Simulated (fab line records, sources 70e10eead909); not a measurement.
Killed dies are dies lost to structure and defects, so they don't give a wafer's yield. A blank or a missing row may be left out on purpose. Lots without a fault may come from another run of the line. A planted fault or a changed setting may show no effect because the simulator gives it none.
A struck lot beside a sound one | flow nand_harc | 33 steps out of a route of 1302
Sound: wafers L383.1, L383.3, L383.4. Struck: wafer L380.5. The cause comes at the end.
At each step with rows: each side's tool, then ch and its chambers, then its first start. Under that, the readings that differ: sound wafers | struck wafers | difference of the means | sigmas: that difference in standard deviations of wafers without a fault.
alike: readings whose means differ by less than 2 such deviations, and words and numbers that are the same on both sides. not compared: withheld readings, readings that some wafer has no value for, bounds like >300 that may hide the same value, and numbers for which the record gives no deviation and whose values overlap.
The two part at a step that has a row with sigmas, a row that says differs or no value, or rows on one side only. Numbers that don't overlap but have no deviation are shown without sigmas and don't part them. A reading that every wafer of one side lacks parts them only if that side has two wafers or more.

first, 1 step without rows for these wafers: NHARC_A_STAIRCASE_DESCUM_270 (chemistry O2, time 3 s).
NHARC_A_STAIRCASE_ETCH_271: etches the open film in CF4/CHF3.
  sound on rie_diel-12 ch 0,1,3, day 25 19:29; struck on rie_diel-01 ch 2, day 23 22:20
  alike: drypump_motor_current_A, oes_product_au, rf_vpp_V, showerhead_plenum_p_Torr, throttle_valve_pct
  not compared: rf_hours_counter_h
NHARC_A_STAIRCASE_HM_OPEN_457: chemistry O2/COS.
  sound on rie_diel-12 ch 0,1,3; struck on rie_diel-01 ch 2
  alike: drypump_motor_current_A, oes_product_au, rf_vpp_V, showerhead_plenum_p_Torr, throttle_valve_pct
  not compared: rf_hours_counter_h
then, 1 step without rows for these wafers: NHARC_A_STAIRCASE_STRIP_458 (strips in O2/COS).
NHARC_A_STAIRCASE_ETCH_451: etches the open film in CF4/O2, target depth 30 nm, overetch 3 nm, time 16.5 s.
  sound on rie_diel-12 ch 0,2,3; struck on rie_diel-01 ch 3
  alike: drypump_motor_current_A, oes_f_703_au, oes_product_au, rf_vpp_V, showerhead_plenum_p_Torr, throttle_valve_pct
  not compared: rf_hours_counter_h
then, 6 steps without rows for these wafers: NHARC_A_STAIRCASE_ETCH_273 (etches the open film in C4F8/O2/Ar, target depth 10200 nm, time 2468.6 s); NHARC_A_STAIRCASE_STRIP_274 (strips in O2); NHARC_A_STAIRCASE_STRIP_275 (strips in SPM, time 900 s); NHARC_A_STAIRCASE_PRECLEAN_276 (cleans in SC1); NHARC_A_STAIRCASE_SRD_277; NHARC_A_STAIRCASE_HM_DEP_459 (deposits aC, target thk 1500 nm).
NHARC_A_STAIRCASE_DEP_280: deposits SiON, target thk 30 nm.
  sound on pecvd-01 ch 0,2, day 26 00:28; struck on pecvd-04 ch 0, day 24 03:45
  reading              | sound             | struck | difference | sigmas
  rf_fwd_power_W (W)   | 347.6 347.9 348.2 | 208.4  | -139.5     | -99 or more
  showerhead_vpp_V (V) | 1245 1165 1254    | 891    | -330       | -6
  alike: heater_power_w
then, 15 steps without rows for these wafers: NHARC_A_STAIRCASE_DEHYDRATE_281 (time 120 s); NHARC_A_STAIRCASE_HMDS_282 (time 30 s); NHARC_A_STAIRCASE_COAT_283; NHARC_A_STAIRCASE_SOFTBAKE_284 (time 170 s); NHARC_A_STAIRCASE_EBR_285; NHARC_A_STAIRCASE_EXPOSE_286 (exposes mask CHOP 100); NHARC_A_STAIRCASE_PEB_287 (peb time 130 s); NHARC_A_STAIRCASE_DEVELOP_288 (time 140 s); NHARC_A_STAIRCASE_HARDBAKE_290 (time 140 s); NHARC_A_STAIRCASE_DESCUM_291 (chemistry O2, time 3 s); NHARC_A_STAIRCASE_ETCH_292 (etches the open film in CF4/CHF3); NHARC_A_STAIRCASE_HM_OPEN_460 (chemistry O2/COS); NHARC_A_STAIRCASE_STRIP_461 (strips in O2/COS); NHARC_A_STAIRCASE_ETCH_452 (etches the open film in CF4/O2, target depth 30 nm, overetch 3 nm, time 16.5 s); NHARC_A_STAIRCASE_ETCH_294 (etches the open film in C4F8/O2/Ar, target depth 4989 nm, time 1211.6 s).
NHARC_A_STAIRCASE_STRIP_295: strips in O2.
  sound on rie_diel-04 ch 1,2,3; struck on rie_diel-12 ch 1
  alike: drypump_motor_current_A, oes_product_au, rf_vpp_V, showerhead_plenum_p_Torr, throttle_valve_pct
  not compared: rf_hours_counter_h
then, 3 steps without rows for these wafers: NHARC_A_STAIRCASE_STRIP_296 (strips in SPM, time 900 s); NHARC_A_STAIRCASE_PRECLEAN_297 (cleans in SC1); NHARC_A_STAIRCASE_SRD_298.
NHARC_A_STAIRCASE_HM_DEP_462: deposits aC, target thk 800 nm.
  sound on acl_dep-02 ch 0, day 26 03:41; struck on acl_dep-02 ch 0, day 24 11:24
  reading | sound | struck                   | difference                   | sigmas
  hold    | - - - | await_dispo/2.9h/release | no value on the sound wafers |
  alike: throttle_valve_pct
then, 1 step without rows for these wafers: NHARC_END_SORT_01.

WHERE THEY PART
First at NHARC_A_STAIRCASE_DEP_280; last, within this record, at NHARC_A_STAIRCASE_HM_DEP_462.

WHY: what the simulator had put in
Process parameter drift: pecvd-04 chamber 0, from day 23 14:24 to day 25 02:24, at NHARC_A_STAIRCASE_DEP_280. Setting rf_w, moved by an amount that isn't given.
